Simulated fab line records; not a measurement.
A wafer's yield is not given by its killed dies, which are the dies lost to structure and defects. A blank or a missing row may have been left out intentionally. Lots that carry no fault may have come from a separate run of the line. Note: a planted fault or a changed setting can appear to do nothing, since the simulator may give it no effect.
Which tool was responsible? ; flow n5 finfet ; 9 lots, 27 wafers sampled, at 5 steps of a route of 1938

WHAT THE GAUGES SHOWED, per wafer
N5_SD_EPI_N_OVL_MEAS_10. Usual: for SD_N_BLK_OVL the level is 0.2 nm and the standard deviation is 0.81.
lot;measured;on;SD_N_BLK_OVL (nm);flag
L232;day 3 12:19;overlay-02;0.4 0.2 0.0;
L235;day 4 08:49;overlay-02;0.9 0.7 0.0;
L236;day 4 17:37;overlay-02;0.4 0.1 0.1;
L238;day 5 00:31;overlay-01;-0.1 -0.3 0.5;
L244;day 6 14:22;overlay-01;1.2 1.4 1.4;
L245;day 6 19:37;overlay-02;1.3 0.6 0.6;
L248;day 7 12:28;overlay-01;0.2 -0.7 -0.8;
L251;day 8 05:31;overlay-02;-1.4 -0.8 -1.1;
L253;day 8 22:08;overlay-01;0.2 0.6 1.0;

N5_BEOL_M4_RC_MEAS_101. Usual: DIBL_N 36.3 mV/V, standard deviation 1.8; DIBL_P 36.5 mV/V, standard deviation 2.1; IOFF_N 0.16 nA/um, standard deviation 0.031; IOFF_P 0.22 nA/um, standard deviation 0.038; ION_N 677 uA/um, standard deviation 12; ION_P 466 uA/um, standard deviation 7.8; SS_N 71.5 mV/dec, standard deviation 0.61; SS_P 73.2 mV/dec, standard deviation 0.7; VT_N 249 mV, standard deviation 3; VT_P -248.9 mV, standard deviation 3.
lot;measured;on;DIBL_N (mV/V);DIBL_P (mV/V);IOFF_N (nA/um);IOFF_P (nA/um);ION_N (uA/um);ION_P (uA/um);SS_N (mV/dec);SS_P (mV/dec);VT_N (mV);VT_P (mV);flag
L232;day 9 08:14;prober-02;38.2 36.2 39.2;38.6 36.3 38.9;0.20 0.17 0.22;0.24 0.20 0.27;693 688 691;464 462 466;72.0 71.4 72.4;73.6 72.0 73.8;247 250 244;-246.9 -250.2 -246.2;
L235;day 10 15:43;prober-01;38.0 38.9 37.6;38.8 39.3 37.4;0.20 0.21 0.17;0.24 0.25 0.22;697 705 679;470 468 458;72.1 71.5 71.4;74.1 74.0 74.1;246 246 249;-249.7 -250.0 -252.2;
L236;day 10 13:41;prober-01;35.2 39.7 40.4;34.4 39.6 41.0;0.14 0.22 0.24;0.19 0.26 0.30;678 673 703;469 460 474;71.7 72.0 71.7;72.3 74.2 74.4;249 247 242;-249.9 -245.4 -245.9;
L238;day 10 10:07;prober-02;36.3 34.8 38.2;36.3 34.0 39.1;0.14 0.12 0.18;0.18 0.15 0.22;665 664 693;455 455 465;71.3 71.0 70.9;73.1 72.9 74.1;252 256 249;-255.5 -258.4 -252.0;
L244;day 12 03:03;prober-02;36.2 35.5 39.4;36.2 36.1 40.5;0.15 0.15 0.21;0.23 0.22 0.32;666 679 687;464 474 479;71.3 71.7 71.9;73.1 73.5 73.8;252 247 244;-248.3 -250.4 -243.2;
L245;day 12 14:08;prober-02;35.1 34.8 37.0;36.2 35.9 38.6;0.16 0.16 0.20;0.21 0.21 0.26;657 670 687;455 459 471;71.8 70.6 71.7;73.9 72.9 72.8;251 250 246;-250.5 -249.4 -247.5;
L248;day 12 17:35;prober-02;34.9 37.3 34.2;35.1 38.4 34.0;0.15 0.20 0.14;0.21 0.25 0.18;681 686 664;469 470 462;71.1 71.6 71.3;72.8 73.8 72.1;247 247 251;-249.8 -248.2 -254.4;
L251;day 13 19:41;prober-02;32.2 32.5 33.8;32.2 32.5 33.8;0.10 0.11 0.12;0.15 0.15 0.17;641 671 650;449 462 453;70.8 70.4 70.7;72.1 72.4 72.5;256 255 253;-254.0 -252.8 -252.0;
L253;day 14 01:23;prober-01;34.1 34.1 38.3;35.5 34.8 40.8;0.14 0.14 0.23;0.20 0.19 0.31;680 661 698;469 457 477;71.8 71.4 71.7;72.6 72.4 73.5;250 249 245;-250.0 -249.1 -246.5;

EACH LOT AND THE TOOL THAT RAN IT (in order: tool; ch and the chambers of the sampled wafers; start)
lot;N5_SD_EPI_N_DESCUM_14;N5_SD_EPI_N_LINER_46;N5_SD_EPI_P_ETCH_37
L232;rie diel-02 ch 0,3, day 3 12:23;ald sin-02 ch 0,2, day 3 17:31;rie diel-06 ch 0,3, day 3 18:14
L235;rie diel-02 ch 0,2, day 4 08:58;ald sin-02 ch 1,2,3, day 4 12:40;rie diel-06 ch 0,2,3, day 4 13:29
L236;rie diel-05 ch 0,1,3, day 4 17:40;ald sin-04 ch 0,2,3, day 4 21:22;rie diel-06 ch 0,1,2, day 4 22:23
L238;rie diel-05 ch 0,1, day 5 00:52;ald sin-02 ch 0,3, day 5 04:51;rie diel-06 ch 0,2,3, day 5 05:41
L244;rie diel-05 ch 1,3, day 6 14:45;ald sin-03 ch 0,2,3, day 6 18:31;rie diel-04 ch 1,2,3, day 6 19:40
L245;rie diel-05 ch 1,2, day 6 19:40;ald sin-02 ch 2,3, day 7 00:37;rie diel-04 ch 0,3, day 7 01:27
L248;rie diel-01 ch 2,3, day 7 12:31;ald sin-03 ch 0,1,3, day 7 16:13;rie diel-04 ch 2,3, day 7 17:02
L251;rie diel-05 ch 0,1, day 8 05:34;ald sin-02 ch 1,2, day 8 09:16;rie diel-03 ch 0,2, day 8 09:58
L253;rie diel-02 ch 0,1,2, day 8 22:13;ald sin-03 ch 1,2, day 9 02:07;rie diel-06 ch 2,3, day 9 02:59
- N5_SD_EPI_N_DESCUM_14: chemistry O2, time 7.9 s.
- N5_SD_EPI_N_LINER_46: material SiNx, target thk 3 nm.
- N5_SD_EPI_P_ETCH_37: etches SOC in N2/H2, overetch 108 nm, time 486 s.

WHAT THE TOOLS THEMSELVES READ (means of the sampled wafers that have a number; where no wafer has one, the mark that the record gives instead)
N5_SD_EPI_N_DESCUM_14. Usual: drypump motor current A 5.9 A, standard deviation 0.5; oes product au 0.77 a.u., standard deviation 0.084; rf vpp V 243.5 V, standard deviation 1.4; showerhead plenum p Torr 2.11 Torr, standard deviation 0.079; throttle valve pct 20.34 %, standard deviation 0.29.
lot;tool;drypump motor current A (A);oes product au (a.u.);rf vpp V (V);showerhead plenum p Torr (Torr);throttle valve pct (%);flag
L232;rie diel-02;6.1;0.72;244.0;2.11;20.27;
L235;rie diel-02;5.8;0.82;244.0;2.13;20.20;
L236;rie diel-05;6.1;0.72;243.2;2.08;20.37;
L238;rie diel-05;6.2;0.72;243.4;2.10;20.20;
L244;rie diel-05;6.3;0.73;242.7;2.02;20.29;
L245;rie diel-05;6.2;0.73;242.7;2.10;20.18;
L248;rie diel-01;5.0;0.81;242.2;2.01;20.12;
L251;rie diel-05;5.9;0.69;243.5;2.13;20.51;
L253;rie diel-02;6.2;0.80;244.2;2.15;20.13;

N5_SD_EPI_N_LINER_46. Usual: chamber pressure Torr 2.000 Torr, standard deviation 0.0039; heater power w 844 W, standard deviation 76.
lot;tool;chamber pressure Torr (Torr);heater power w (W);flag
L232;ald sin-02;1.997;757;
L235;ald sin-02;2.002;793;
L236;ald sin-04;2.003;898;
L238;ald sin-02;2.000;791;
L244;ald sin-03;2.003;830;
L245;ald sin-02;2.000;807;
L248;ald sin-03;2.003;850;
L251;ald sin-02;1.997;783;
L253;ald sin-03;2.001;822;

N5_SD_EPI_P_ETCH_37. Usual: drypump motor current A 5.9 A (standard deviation 0.38); n2 flow sccm 200.1 sccm (standard deviation 0.61); oes product au 0.67 a.u. (standard deviation 0.048); rf fwd power W 2995 W (standard deviation 9.6); rf vpp V 241.1 V (standard deviation 1.2); showerhead plenum p Torr 2.57 Torr (standard deviation 0.076); throttle valve pct 23.91 % (standard deviation 0.27).
lot;tool;drypump motor current A (A);n2 flow sccm (sccm);oes product au (a.u.);rf fwd power W (W);rf vpp V (V);showerhead plenum p Torr (Torr);throttle valve pct (%);flag
L232;rie diel-06;5.6;200.4;0.66;2997;239.9;2.49;24.04;
L235;rie diel-06;5.6;200.6;0.69;3713;223.1;2.48;23.90;OFF
L236;rie diel-06;5.4;200.2;0.70;3728;223.9;2.52;23.93;OFF
L238;rie diel-06;5.6;199.8;0.69;3717;222.9;2.47;23.90;OFF
L244;rie diel-04;6.0;199.8;0.66;2990;241.4;2.64;23.90;
L245;rie diel-04;5.9;200.6;0.74;2999;242.1;2.61;23.70;
L248;rie diel-04;5.7;199.3;0.65;2988;241.9;2.63;24.11;
L251;rie diel-03;6.0;200.4;0.66;2995;241.0;2.56;23.99;
L253;rie diel-06;5.8;200.4;0.67;3003;239.5;2.43;23.93;

THE ANSWER, worked out from the rows above alone
Rule: a lot counts as off when the mean over its wafers that have a number is more than 3 standard deviations away from the usual mean. A lot without any number at a reading at which 4 lots or more have one is off too. Where the step has rows for the other lots, those lots are counted as sound. First the gauges in route order, then the tools' own readings, where a lot's mean is used as printed above. At the first step where some lot is off, the reading lying furthest off is the one used; lots without a number count as furthest.
Off at N5_SD_EPI_P_ETCH_37 (rf fwd power W): L235, L236, L238.
A tool fits if, at that step or a process step before it, it ran every lot that is off, and no sound lot after the first of them. Not one of the candidates tried fits.

WHAT WAS PUT IN BY THE SIMULATOR
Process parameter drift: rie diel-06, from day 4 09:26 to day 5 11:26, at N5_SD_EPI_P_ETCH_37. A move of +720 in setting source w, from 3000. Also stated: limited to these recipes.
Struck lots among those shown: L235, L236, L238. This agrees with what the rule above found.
